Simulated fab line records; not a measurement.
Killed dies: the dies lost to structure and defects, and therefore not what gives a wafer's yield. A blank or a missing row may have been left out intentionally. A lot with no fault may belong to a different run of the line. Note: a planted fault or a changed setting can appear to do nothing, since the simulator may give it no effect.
Chamber matching ; flow nand-harc ; rie-diel-08 running NHARC_A_CONTACT_ETCH_92: 4 sister chambers
The step etches the open film in CH3F/O2, target depth 40 nm, time 85.7 s. 4 wafers are shown with their chamber, then 7 later ones without.

## WAFERS PAIRED WITH THEIR CHAMBERS
wafer;chamber;showerhead-plenum-p-Torr (Torr)
L080.3;0;2.53
L083.5;1;2.43
L086.2;3;2.30
L086.4;2;2.28

## WAFERS WITH NO CHAMBER GIVEN
wafer;showerhead-plenum-p-Torr (Torr)
L086.6;2.43
L095.1;2.51
L095.4;2.66
L095.5;2.30
L097.1;2.42
L097.2;2.30
L097.4;2.66

## THE CHAMBER EACH PASSED THROUGH
wafer;from the rows above;in truth
L086.6;can't be placed: 1 or 0 or 3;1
L095.1;can't be placed: 0 or 1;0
L095.4;can't be placed: 0 or 1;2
L095.5;can't be placed: 3 or 2 or 1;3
L097.1;can't be placed: 1 or 0 or 3 or 2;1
L097.2;can't be placed: 3 or 2 or 1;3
L097.4;can't be placed: 0 or 1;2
Correctly placed: 0 of 7. These rows do not allow placing 7 (true chamber among the candidates in 5). Wrongly placed: 0.
How it was worked out, from the rows above alone: a wafer's distance from a chamber is the root of the sum, over the readings, of the square of ((its reading less the chamber's mean) divided by the reading's scatter). The wafer belongs to the nearest chamber; if the next one is less than 2 further off, it can't be placed. A chamber's mean is the mean of its shown wafers. The scatter (one wafer shown for each chamber): square how far every hidden wafer sits from the nearest shown wafer, average those squares and take the square root.
